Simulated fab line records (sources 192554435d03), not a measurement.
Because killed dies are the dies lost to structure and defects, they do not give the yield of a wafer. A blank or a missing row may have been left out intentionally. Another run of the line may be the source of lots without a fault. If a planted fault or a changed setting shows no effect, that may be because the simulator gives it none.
fab line records    flow n5-finfet
[record] lots = 7  wafers = 21
route steps=1938 shown BEOL_M12@1608 BEOL_M13@1685
start-h: the number of hours between the record's first day and the start of the first shown wafer of the lot    wait-h: hours from the lot's prior step to this one    " identical to the entry in the row above    L1.1+2: a single row standing in for several wafers    - no value, or no start given    * or withheld: withheld    < > ~ a bound
route shown NAME@n: names a module that has steps shown in the file, with the first one's number in the route    usual: the fault-free wafers' mean and standard deviation    same: alike in all rows    chamber/n: place in a boat    sites: the reading at each site    _std_site: standard deviation of those values    _edge_site: outer sites' mean less inner sites'    radius-mm: for every site, how far away it sits from the centre of the wafer    mask NAME#n: copy n    behind: the tool/chamber that last shaped the wafer    hold: why the lot went on hold/how many hours it stayed there/how the hold came to an end    device: which transistor (n, p or np) failed to switch    end of line: the route-end tests of the same wafers    step lacking rows: just its recipe    killed: dies that structure and defects cost at the first sort, which is not the same as the wafer's yield    map: the dies of a wafer, with x for killed, . for not killed, _ for no die there
set.NAME: the setting the step ran with; set.NAME@STEP: the setting that earlier step ran with    model.NAME: the simulator's own value behind a step, which no gauge read
lots run with intentionally changed settings; tables by step, rows by wafer
[[steps]]
[step N5_BEOL_M12_EXPOSE_07]
[recipe] mask-id = V11  na = 0.93  source-shape = conventional  sigma-outer = 0.6  polarization = unpolarized  attpsm-phase-deg = 180  dose-mj = 32.5
lot.wafer   tool            chamber  start-h  wait-h  mask   set.dose-mj
L074.1+3    krf-scanner-02  0        232.35   -       V11#0  31.65
L074.4      "               0        "        "       V11#0  32.5
L075.3+4    krf-scanner-02  0        246.33   -       V11#0  32.5
L075.5      "               0        "        "       V11#0  34.65
L085.1+2+6  krf-scanner-01  0        309.30   -       V11#0  32.5
L092.2+3+4  krf-scanner-01  0        331.91   -       V11#0  32.5
L091.4+5    krf-scanner-01  0        342.03   -       V11#0  32.5
L091.6      "               0        "        "       V11#0  30.79
L093.1+3    krf-scanner-02  0        349.77   -       V11#0  32.5
L093.5      "               0        "        "       V11#0  33.68
L095.2+5    krf-scanner-01  0        366.53   -       V11#0  32.5
L095.6      "               0        "        "       V11#0  34.74
[step N5_BEOL_M12_PEB_08]
[recipe] peb-temp-c = 130  peb-time-s = 90
[step N5_BEOL_M12_DEVELOP_09]
[recipe] develop-time-s = 45  rinse-liquid = diw  dry = air-spin  dev-temp-c = 21
[step N5_BEOL_M12_HARDBAKE_14]
[recipe] temp-c = 130  time-s = 120
[step N5_BEOL_M12_CD_MEAS_10]
[recipe] target-cd-nm = 140  landing-energy-ev = 500  detector = se-inlens  polarity = opening
[usual] cd-nm = 140.2/1.3
lot.wafer  tool       chamber  start-h  wait-h  set.dose-mj@BEOL_M12_EXPOSE_07  cd-nm
L074.1     cd-sem-02  0        232.53   -       31.65                           140.7
L074.3     "          0        "        "       31.65                           138.1
L074.4     "          0        "        "       32.5                            141.3
L075.3     cd-sem-02  0        246.49   -       32.5                            139.4
L075.4     "          0        "        "       32.5                            140.5
L075.5     "          0        "        "       34.65                           147.2
L085.1     cd-sem-03  0        309.47   -       32.5                            139.5
L085.2     "          0        "        "       32.5                            140.6
L085.6     "          0        "        "       32.5                            141.3
L092.2     cd-sem-02  0        332.08   -       32.5                            137.4
L092.3     "          0        "        "       32.5                            140.6
L092.4     "          0        "        "       32.5                            137.8
L091.4     cd-sem-01  0        342.19   -       32.5                            141.5
L091.5     "          0        "        "       32.5                            141.2
L091.6     "          0        "        "       30.79                           135.3
L093.1     cd-sem-01  0        349.94   -       32.5                            139.1
L093.3     "          0        "        "       32.5                            141.7
L093.5     "          0        "        "       33.68                           143.5
L095.2     cd-sem-03  0        366.70   -       32.5                            139.6
L095.5     "          0        "        "       32.5                            140.1
L095.6     "          0        "        "       34.74                           150.3
[step N5_BEOL_M12_DESCUM_15]
[recipe] chemistry = O2  time-s = 7.9  source-power-w = 50  bias-power-w = 20  pressure-mtorr = 20  rf-frequency-hz = 2.712e+07  temp-c = 40  o2-flow-sccm = 225
[step N5_BEOL_M12_ETCH_59]
[recipe] chemistry = N2/H2  target = BARC  target-depth-a = 890  overetch-a = 267  time-s = 67.9  ion-energy-ev = 200  pressure-mtorr = 30  source-w = 840  bias-w = 150  n2-flow-sccm = 200  h2-flow-sccm = 200
[step N5_BEOL_M12_VIA_ETCH_16]
[recipe] chemistry = C4F8/O2/Ar  target = SiOC  pressure-mtorr = 30  source-w = 3000  bias-w = 700  Ar_flow_sccm = 400  C4F8_flow_sccm = 15  O2_flow_sccm = 8  he-inner-torr = 15  he-outer-torr = 30  target-depth-a = 7248  time-s = withheld  ion-energy-ev = 250  ends = cleared
lot.wafer  tool         chamber  start-h  wait-h  set.time-s@BEOL_M12_ILD_DEP_00  model.etch.depth-nm  model.coat_of_BEOL_M12_COAT_04.thk-nm
L074.1     rie-diel-06  0        232.70   0.0     *                               654.1                122
L074.3     "            1        "        "       *                               649.6                125.2
L074.4     "            3        "        "       *                               665.8                121.4
L075.3     rie-diel-06  1        246.67   0.0     *                               650.7                125
L075.4     "            2        "        "       *                               613.2                134.8
L075.5     "            0        "        "       *                               606.3                135.8
L085.1     rie-diel-02  0        309.64   0.0     *                               666.3                121.6
L085.2     "            3        "        "       *                               646.8                128.6
L085.6     "            2        "        "       *                               668.1                122
L092.2     rie-diel-02  3        332.25   0.0     *                               654.8                125.8
L092.3     "            0        "        "       *                               647.6                126.8
L092.4     "            2        "        "       *                               762.5                93
L091.4     rie-diel-01  2        342.36   0.0     *                               659.5                122.8
L091.5     "            1        "        "       *                               667.6                122.6
L091.6     "            2        "        "       *                               658.3                124.2
L093.1     rie-diel-06  0        350.11   0.0     *                               737.4                100
L093.3     "            3        "        "       *                               657.6                123.2
L093.5     "            1        "        "       *                               662.9                123.6
L095.2     rie-diel-06  1        366.94   0.0     *                               649.7                127.8
L095.5     "            2        "        "       *                               655.4                125.6
L095.6     "            3        "        "       *                               659.8                121.2
[step N5_BEOL_M12_STRIP_63]
[recipe] chemistry = N2/H2  power-w = 1000  temp-c = 250  h2-frac = 0.65  overash-fraction = 0.3  pressure-mtorr = 1000  n2-flow-sccm = 1750  h2-flow-sccm = 3250
[usual] strip-time-to-endpoint-s = 42.8/0.76
lot.wafer  tool             chamber  start-h  wait-h  set.time-s@BEOL_M12_ILD_DEP_00  strip-time-to-endpoint-s
L074.1     plasma-asher-01  0        232.90   -       130.7                           42.2
L074.3     "                0        "        "       130.7                           43.1
L074.4     "                1        "        "       130.7                           42.1
L075.3     plasma-asher-01  1        246.90   -       130.7                           43.1
L075.4     "                0        "        "       120.8                           45.7
L075.5     "                1        "        "       120.8                           45.9
L085.1     plasma-asher-02  1        309.84   -       130.7                           42.1
L085.2     "                0        "        "       130.7                           44.0
L085.6     "                1        "        "       130.7                           42.2
L092.2     plasma-asher-02  1        332.45   -       130.7                           43.3
L092.3     "                0        "        "       130.7                           43.5
L092.4     "                1        "        "       149.4                           34.3
L091.4     plasma-asher-01  1        342.58   -       130.7                           42.5
L091.5     "                0        "        "       130.7                           42.4
L091.6     "                1        "        "       130.7                           42.8
L093.1     plasma-asher-01  1        350.31   -       148.8                           36.2
L093.3     "                1        "        "       130.7                           42.6
L093.5     "                1        "        "       130.7                           42.6
L095.2     plasma-asher-01  1        367.44   -       130.7                           43.8
L095.5     "                1        "        "       130.7                           43.2
L095.6     "                0        "        "       130.7                           42.0
[step N5_BEOL_M12_STRIP_64]
[recipe] chemistry = N2/H2  power-w = 1000  temp-c = 250  h2-frac = 0.65  overash-fraction = 0.3  pressure-mtorr = withheld  n2-flow-sccm = 1750  h2-flow-sccm = 3250
[step N5_BEOL_M12_STRIP_71]
[recipe] chemistry = post-etch-residue-remover  time-s = 60  temp-c = 25  remover-ph = withheld  remover-water-wt-pct = withheld  remover-fluoride-wt-pct = withheld
[step N5_BEOL_M12_SRD_72]
[recipe] time-s = 30  temp-c = 23  rinse-liquid = diw  dry = n2-spin  spin-rpm = 1500  dry-time-s = 30
[step N5_BEOL_M12_CD_MEAS_17]
[recipe] target-cd-nm = 140  polarity = opening
[usual] cd-nm = 140.2/1.7
lot.wafer  tool       chamber  start-h  wait-h  set.dose-mj@BEOL_M12_EXPOSE_07  cd-nm
L074.1     cd-sem-02  -        233.11   0.0     31.65                           139.6
L074.3     "          -        "        "       31.65                           137.9
L074.4     "          -        "        "       32.5                            141.3
L075.3     cd-sem-03  -        247.09   0.0     32.5                            138.0
L075.4     "          -        "        "       32.5                            140.1
L075.5     "          -        "        "       34.65                           146.4
L085.1     cd-sem-02  -        310.05   0.0     32.5                            140.0
L085.2     "          -        "        "       32.5                            139.3
L085.6     "          -        "        "       32.5                            139.8
L092.2     cd-sem-02  -        332.66   0.0     32.5                            135.0
L092.3     "          -        "        "       32.5                            141.5
L092.4     "          -        "        "       32.5                            136.3
L091.4     cd-sem-02  -        342.77   0.0     32.5                            141.8
L091.5     "          -        "        "       32.5                            142.1
L091.6     "          -        "        "       30.79                           135.3
L093.1     cd-sem-01  -        350.82   0.0     32.5                            139.4
L093.3     "          -        "        "       32.5                            140.9
L093.5     "          -        "        "       33.68                           142.0
L095.2     cd-sem-02  -        367.65   0.0     32.5                            139.4
L095.5     "          -        "        "       32.5                            140.6
L095.6     "          -        "        "       34.74                           150.1
[step N5_BEOL_M12_TRENCH_ETCH_34]
[recipe] chemistry = C4F8/O2/Ar  target = SiOC  target-depth-a = 3189.5  mask-material = SOC  pressure-mtorr = 30  source-w = 3000  bias-w = 700  Ar_flow_sccm = 400  C4F8_flow_sccm = 15  O2_flow_sccm = 8  he-inner-torr = 15  he-outer-torr = 30  time-s = 125.5  ion-energy-ev = 250
lot.wafer  tool         chamber  start-h  wait-h  set.time-s  model.etch.depth-nm
L074.1     rie-diel-02  3        233.89   0.0     125.5       312.1
L074.3+4   "            0,1      "        "       125.5       313.4
L075.3     rie-diel-02  2        247.99   0.0     125.5       322.6
L075.4     "            0        "        "       144.8       370.1
L075.5     "            1        "        "       144.8       367
L085.1     rie-diel-02  0        310.88   0.0     125.5       313.1
L085.2     "            2        "        "       125.5       318.6
L085.6     "            2        "        "       125.5       320.2
L092.2     rie-diel-02  0        333.44   0.0     125.5       315.1
L092.3     "            1        "        "       125.5       320.1
L092.4     "            3        "        "       104         261
L091.4     rie-diel-01  3        343.56   0.0     150.6       385.8
L091.5     "            1        "        "       125.5       316
L091.6     "            2        "        "       150.6       385.5
L093.1     rie-diel-01  1        351.72   0.0     100.2       250.8
L093.3     "            3        "        "       125.5       324.3
L093.5     "            2        "        "       100.2       256.4
L095.2     rie-diel-06  3        368.43   0.0     125.5       324.7
L095.5     "            3        "        "       125.5       324.6
L095.6     "            2        "        "       111.3       283.3
[step N5_BEOL_M12_STRIP_70]
[recipe] chemistry = C4F8/O2/Ar  resist = SiARC  rf-frequency-hz = 6e+07
[step N5_BEOL_M12_OCD_MEAS_35]
[usual] trench-depth-nm = 319/4.5
lot.wafer  tool    chamber  start-h  wait-h  set.time-s@BEOL_M12_TRENCH_ETCH_34  trench-depth-nm
L074.1     ocd-02  -        234.04   0.0     125.5                               312
L074.3     "       -        "        "       125.5                               314
L074.4     "       -        "        "       125.5                               313
L075.3     ocd-01  -        248.15   0.0     125.5                               323
L075.4     "       -        "        "       144.8                               370
L075.5     "       -        "        "       144.8                               367
L085.1     ocd-01  -        311.03   0.0     125.5                               313
L085.2     "       -        "        "       125.5                               319
L085.6     "       -        "        "       125.5                               320
L092.2     ocd-02  -        333.59   0.0     125.5                               315
L092.3     "       -        "        "       125.5                               320
L092.4     "       -        "        "       104                                 261
L091.4     ocd-02  -        343.72   0.0     150.6                               386
L091.5     "       -        "        "       125.5                               316
L091.6     "       -        "        "       150.6                               386
L093.1     ocd-02  -        351.88   0.0     100.2                               251
L093.3     "       -        "        "       125.5                               324
L093.5     "       -        "        "       100.2                               256
L095.2     ocd-01  -        368.58   0.0     125.5                               325
L095.5     "       -        "        "       125.5                               325
L095.6     "       -        "        "       111.3                               283
[step N5_BEOL_M12_STRIP_37]
[recipe] chemistry = N2/H2  power-w = 1000  temp-c = 250  h2-frac = 0.65  overash-fraction = 0.3  pressure-mtorr = withheld  n2-flow-sccm = 1750  h2-flow-sccm = 3250
[step N5_BEOL_M12_ETCH_38]
[recipe] chemistry = CF4/N2  target = SiCN  target-depth-a = 687  taper-deg = 2  time-s = 73.4  ion-energy-ev = 150  mask-material = SiO2  pressure-mtorr = 40  source-w = 430  bias-w = 70  Ar_flow_sccm = 100  cf4-flow-sccm = 60  n2-flow-sccm = 60
[step N5_BEOL_M12_ECD_47]
[recipe] material = Cu  target-thk-a = 7200
[step N5_BEOL_M12_ANNEAL_48]
[recipe] temp-c = 225  time-s = 90  ambient = N2
[step N5_BEOL_M12_CMP_49]
[recipe] stop-on = SiOC  t-overpolish-s = 20.6  down-force-psi = 1  platen-rpm = 50  clearing-platen-down-force-psi = 1.5  clearing-platen-rpm = 50  post-cmp-clean = cu-alkaline  target-thk-nm = 320  clearing-platen-pad-velocity-m-s = 0.99484  pad-velocity-m-s = 0.99484
lot.wafer  tool    chamber  start-h  wait-h  set.time-s@BEOL_M12_TRENCH_ETCH_34  model.Cu_of_BEOL_M12_ECD_47.thk-nm
L074.1     cmp-04  2        238.96   0.3     125.5                               312.2
L074.3     "       3        "        "       125.5                               315.6
L074.4     "       0        "        "       125.5                               314.4
L075.3     cmp-03  1        249.96   0.3     125.5                               323.8
L075.4     "       3        "        "       144.8                               372.4
L075.5     "       0        "        "       144.8                               366.8
L085.2     cmp-03  2        315.15   0.2     125.5                               319.4
L085.1     "       3        "        "       125.5                               314.2
L085.6     "       2        "        "       125.5                               320.8
L092.2     cmp-03  0        337.77   0.2     125.5                               316.6
L092.3     "       1        "        "       125.5                               322.6
L092.4     "       3        "        "       104                                 263.2
L091.4     cmp-03  1        348.82   0.2     150.6                               387
L091.5     "       0        "        "       125.5                               315
L091.6     "       1        "        "       150.6                               386
L093.3     cmp-03  1        355.43   0.2     125.5                               325.6
L093.1     "       0        "        "       100.2                               249.6
L093.5     "       2        "        "       100.2                               256.8
L095.2     cmp-03  2        371.92   0.3     125.5                               327
L095.5     "       0        "        "       125.5                               326
L095.6     "       1        "        "       111.3                               286
[step N5_BEOL_M12_THK_MEAS_50]
[recipe] thk-meas-gauge = xrf  reads = Cu_of_BEOL_M12_ECD_47
[usual] M12_THK = 320/5.4
lot.wafer  tool           chamber  start-h  wait-h  set.time-s@BEOL_M12_TRENCH_ETCH_34  M12_THK[nm]
L074.1     film-metro-02  -        239.26   -       125.5                               308
L074.3     "              -        "        "       125.5                               312
L074.4     "              -        "        "       125.5                               311
L075.3     film-metro-02  -        250.22   -       125.5                               320
L075.4     "              -        "        "       144.8                               369
L075.5     "              -        "        "       144.8                               364
L085.1     film-metro-01  -        315.45   -       125.5                               316
L085.2     "              -        "        "       125.5                               320
L085.6     "              -        "        "       125.5                               322
L092.2     film-metro-01  -        338.06   -       125.5                               320
L092.3     "              -        "        "       125.5                               326
L092.4     "              -        "        "       104                                 265
L091.4     film-metro-02  -        349.07   -       150.6                               389
L091.5     "              -        "        "       125.5                               316
L091.6     "              -        "        "       150.6                               389
L093.1     film-metro-02  -        355.72   -       100.2                               249
L093.3     "              -        "        "       125.5                               325
L093.5     "              -        "        "       100.2                               257
L095.2     film-metro-02  -        372.14   -       125.5                               327
L095.5     "              -        "        "       125.5                               325
L095.6     "              -        "        "       111.3                               286
[step N5_BEOL_M12_PRE_CLEAN_52]
[recipe] gas = NH3  time-s = 15  temp-c = withheld  rf-power-w = 300
[step N5_BEOL_M12_DEP_53]
[recipe] material = SiCN  target-thk-a = 300  temp-c = withheld  precursor = 3MS/NH3  pressure-torr = 3  rf-w = 675  time-s = 10.5
[step N5_BEOL_M12_RS_MEAS_54]
[recipe] thk-meas-gauge = four-point-probe  reads = Cu_of_BEOL_M12_ECD_47+Ta_of_BEOL_M12_SPUTTER_44+TaN_of_BEOL_M12_SPUTTER_43
[usual] M12_RS = 0.0601/0.0009
lot.wafer  tool           chamber  start-h  wait-h  set.time-s@BEOL_M12_TRENCH_ETCH_34  M12_RS[ohm/sq]
L074.1     film-metro-02  -        239.38   0.0     125.5                               0.0616
L074.3     "              -        "        "       125.5                               0.0611
L074.4     "              -        "        "       125.5                               0.0611
L075.3     film-metro-02  -        250.35   0.0     125.5                               0.0593
L075.4     "              -        "        "       144.8                               0.0514
L075.5     "              -        "        "       144.8                               0.0521
L085.1     film-metro-02  -        315.57   0.0     125.5                               0.0614
L085.2     "              -        "        "       125.5                               0.0603
L085.6     "              -        "        "       125.5                               0.0600
L092.2     film-metro-02  -        338.19   0.0     125.5                               0.0608
L092.3     "              -        "        "       125.5                               0.0597
L092.4     "              -        "        "       104                                 0.0738
L091.4     film-metro-02  -        349.20   0.0     150.6                               0.0494
L091.5     "              -        "        "       125.5                               0.0612
L091.6     "              -        "        "       150.6                               0.0495
L093.1     film-metro-02  -        355.88   0.1     100.2                               0.0780
L093.3     "              -        "        "       125.5                               0.0590
L093.5     "              -        "        "       100.2                               0.0758
L095.2     film-metro-02  -        372.26   0.0     125.5                               0.0589
L095.5     "              -        "        "       125.5                               0.0591
L095.6     "              -        "        "       111.3                               0.0679
[step N5_BEOL_M13_EXPOSE_25]
[recipe] mask-id = M13  na = 0.93  source-shape = conventional  sigma-outer = 0.4  polarization = unpolarized  target-cd-nm = 210  dose-mj = 22
lot.wafer   tool            chamber  start-h  wait-h  mask   set.dose-mj
L074.1+4    krf-scanner-01  0        240.85   -       M13#0  22
L074.3      "               0        "        "       M13#0  20.37
L075.3      krf-scanner-01  0        251.82   -       M13#0  22
L075.4+5    "               0        "        "       M13#0  21.24
L085.1+2+6  krf-scanner-02  0        317.06   -       M13#0  22
L092.2+4    krf-scanner-01  0        339.61   -       M13#0  22
L092.3      "               0        "        "       M13#0  22.95
L091.4+5    krf-scanner-01  0        350.50   -       M13#0  23.14
L091.6      "               0        "        "       M13#0  22
L093.1+3+5  krf-scanner-01  0        357.50   -       M13#0  22
L095.2      krf-scanner-01  0        373.57   -       M13#0  22
L095.5+6    "               0        "        "       M13#0  21.53
[step N5_BEOL_M13_PEB_26]
[recipe] peb-temp-c = 130  peb-time-s = 90
[step N5_BEOL_M13_DEVELOP_27]
[recipe] develop-time-s = 45  rinse-liquid = diw  dry = air-spin  dev-temp-c = 21
[step N5_BEOL_M13_HARDBAKE_32]
[recipe] temp-c = 130  time-s = 120
[step N5_BEOL_M13_CD_MEAS_28]
[recipe] target-cd-nm = 209.5  landing-energy-ev = 500  detector = se-inlens
[usual] cd-nm = 209.9/1.3
lot.wafer  tool       chamber  start-h  wait-h  set.dose-mj@BEOL_M13_EXPOSE_25  cd-nm
L074.1     cd-sem-03  0        241.02   -       22                              207.5
L074.3     "          0        "        "       20.37                           199.4
L074.4     "          0        "        "       22                              208.4
L075.3     cd-sem-03  0        251.98   -       22                              211.1
L075.4     "          0        "        "       21.24                           206.6
L075.5     "          0        "        "       21.24                           207.5
L085.1     cd-sem-03  0        317.23   -       22                              210.3
L085.2     "          0        "        "       22                              211.2
L085.6     "          0        "        "       22                              210.6
L092.2     cd-sem-01  0        339.77   -       22                              211.0
L092.3     "          0        "        "       22.95                           215.1
L092.4     "          0        "        "       22                              210.1
L091.4     cd-sem-02  0        350.66   -       23.14                           216.5
L091.5     "          0        "        "       23.14                           216.0
L091.6     "          0        "        "       22                              211.2
L093.1     cd-sem-01  0        357.68   -       22                              209.9
L093.3     "          0        "        "       22                              209.0
L093.5     "          0        "        "       22                              210.7
L095.2     cd-sem-01  0        373.73   -       22                              207.8
L095.5     "          0        "        "       21.53                           205.7
L095.6     "          0        "        "       21.53                           205.9
[step N5_BEOL_M13_DESCUM_33]
[recipe] chemistry = O2  time-s = 7.9  source-power-w = 50  bias-power-w = 20  pressure-mtorr = 20  rf-frequency-hz = 2.712e+07  temp-c = 40  o2-flow-sccm = 225
lot.wafer  tool         chamber  start-h  wait-h  set.dose-mj@BEOL_M13_EXPOSE_25  model.BEOL_M13.cd-nm
L074.1     rie-diel-04  0        241.11   0.0     22                              207.8
L074.3     "            3        "        "       20.37                           199.4
L074.4     "            3        "        "       22                              208.4
L075.3     rie-diel-03  3        252.06   0.0     22                              211.2
L075.4     "            2        "        "       21.24                           206.4
L075.5     "            1        "        "       21.24                           207.4
L085.1     rie-diel-04  0        317.32   0.0     22                              210.2
L085.2     "            3        "        "       22                              211
L085.6     "            0        "        "       22                              210.4
L092.2     rie-diel-03  0        339.91   0.1     22                              211
L092.3     "            1        "        "       22.95                           215.4
L092.4     "            3        "        "       22                              210.2
L091.4     rie-diel-04  3        350.75   0.0     23.14                           216.6
L091.5     "            2        "        "       23.14                           216
L091.6     "            1        "        "       22                              210.8
L093.1     rie-diel-03  2        357.87   0.1     22                              209.4
L093.3     "            1        "        "       22                              209.2
L093.5     "            0        "        "       22                              210.4
L095.2     rie-diel-03  1        373.96   0.2     22                              207.8
L095.5     "            1        "        "       21.53                           205.6
L095.6     "            2        "        "       21.53                           205.8
[step N5_BEOL_M13_ETCH_67]
[recipe] chemistry = CF4  target = SiARC  target-depth-a = 1430  time-s = 238.3  ion-energy-ev = 80  pressure-mtorr = 40  source-w = 545  bias-w = 36  Ar_flow_sccm = 100  cf4-flow-sccm = 100  ends = cleared
lot.wafer   tool         chamber  start-h  wait-h  set.cf4-flow-sccm
L074.1      rie-diel-04  0        241.14   0.0     100
L074.3+4    "            3        "        "       112.2
L075.3+4    rie-diel-03  3,2      252.10   0.0     100
L075.5      "            1        "        "       94.28
L085.1+2+6  rie-diel-04  0,3,0    317.36   0.0     100
L092.2+3+4  rie-diel-03  0,1,3    339.94   0.0     100
L091.4+5    rie-diel-04  0,1      350.78   0.0     109.6
L091.6      "            2        "        "       100
L093.1+3    rie-diel-03  2,1      357.90   0.0     92.14
L093.5      "            0        "        "       100
L095.2      rie-diel-03  1        373.99   0.0     100
L095.5+6    "            1,2      "        "       79.65
[step N5_BEOL_M13_ETCH_68]
[recipe] chemistry = N2/H2  target = SOC  mask-material = SiARC  source-w = 3000  bias-w = 350  temp-c = 40  time-s = 355  ion-energy-ev = 200  pressure-mtorr = 30  n2-flow-sccm = 200  h2-flow-sccm = 200
[step N5_BEOL_M13_STRIP_69]
[recipe] chemistry = N2/H2  temp-c = 40  n2-flow-sccm = 200  h2-flow-sccm = 200  rf-frequency-hz = 6e+07
[step N5_BEOL_M13_TRENCH_ETCH_34]
[recipe] chemistry = C4F8/O2/Ar  target = SiOC  target-depth-a = 4134.7  mask-material = SOC  pressure-mtorr = 30  source-w = 3000  bias-w = 700  Ar_flow_sccm = 400  C4F8_flow_sccm = 15  O2_flow_sccm = 8  he-inner-torr = 15  he-outer-torr = 30  time-s = 162.6  ion-energy-ev = 250
lot.wafer  tool         chamber  start-h  wait-h  set.dose-mj@BEOL_M13_EXPOSE_25  model.BEOL_M13.cd-nm
L074.1     rie-diel-04  0        241.51   0.0     22                              209.4
L074.3     "            3        "        "       20.37                           200.6
L074.4     "            3        "        "       22                              209
L075.3     rie-diel-03  3        252.47   0.0     22                              212.6
L075.4     "            2        "        "       21.24                           207.6
L075.5     "            1        "        "       21.24                           208.2
L085.1     rie-diel-04  0        317.72   0.0     22                              209.8
L085.2     "            3        "        "       22                              211.4
L085.6     "            0        "        "       22                              209.6
L092.2     rie-diel-03  0        340.31   0.0     22                              212.8
L092.3     "            1        "        "       22.95                           216.2
L092.4     "            3        "        "       22                              211.4
L091.4     rie-diel-04  3        351.22   0.1     23.14                           218.8
L091.5     "            2        "        "       23.14                           214.2
L091.6     "            1        "        "       22                              213.2
L093.1     rie-diel-03  2        358.27   0.0     22                              209.4
L093.3     "            1        "        "       22                              210.2
L093.5     "            0        "        "       22                              211.2
L095.2     rie-diel-03  1        374.36   0.0     22                              208.6
L095.5     "            1        "        "       21.53                           206.6
L095.6     "            2        "        "       21.53                           204
[[key]]
[split] step = N5_BEOL_M12_EXPOSE_07  setting = dose-mj  stated = 32.5  by = wafer
[response] step = N5_BEOL_M12_CD_MEAS_10  reading = cd-nm  change = +1.21  per = 1%  r = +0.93
[response] step = N5_BEOL_M12_CD_MEAS_17  reading = cd-nm  change = +1.2  per = 1%  r = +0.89
[split] step = N5_BEOL_M12_TRENCH_ETCH_34  setting = time-s  stated = 125.5  by = wafer
[response] step = N5_BEOL_M12_TRENCH_ETCH_34  reading = model.etch.depth-nm  change = +3.39  per = 1%  r = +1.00
[response] step = N5_BEOL_M12_OCD_MEAS_35  reading = trench-depth-nm  change = +3.38  per = 1%  r = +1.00
[response] step = N5_BEOL_M12_CMP_49  reading = model.Cu_of_BEOL_M12_ECD_47.thk-nm  change = +3.43  per = 1%  r = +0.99
[response] step = N5_BEOL_M12_THK_MEAS_50  reading = M12_THK  change = +3.48  per = 1%  r = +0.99
[response] step = N5_BEOL_M12_RS_MEAS_54  reading = M12_RS  change = -0.000714  per = 1%  r = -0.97
[split] step = N5_BEOL_M13_EXPOSE_25  setting = dose-mj  stated = 22  by = wafer
[response] step = N5_BEOL_M13_CD_MEAS_28  reading = cd-nm  change = +1.09  per = 1%  r = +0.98
[response] step = N5_BEOL_M13_DESCUM_33  reading = model.BEOL_M13.cd-nm  change = +1.14  per = 1%  r = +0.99
[response] step = N5_BEOL_M13_TRENCH_ETCH_34  reading = model.BEOL_M13.cd-nm  change = +1.04  per = 1%  r = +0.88
[split] step = N5_BEOL_M13_ETCH_67  setting = cf4-flow-sccm  stated = 100  by = wafer
response none clear
split outside-this-file step=N5_BEOL_M12_ILD_DEP_00 setting=time-s
// split outside-this-file: this setting was split too, and the file shows its column; the key of that split is in another file
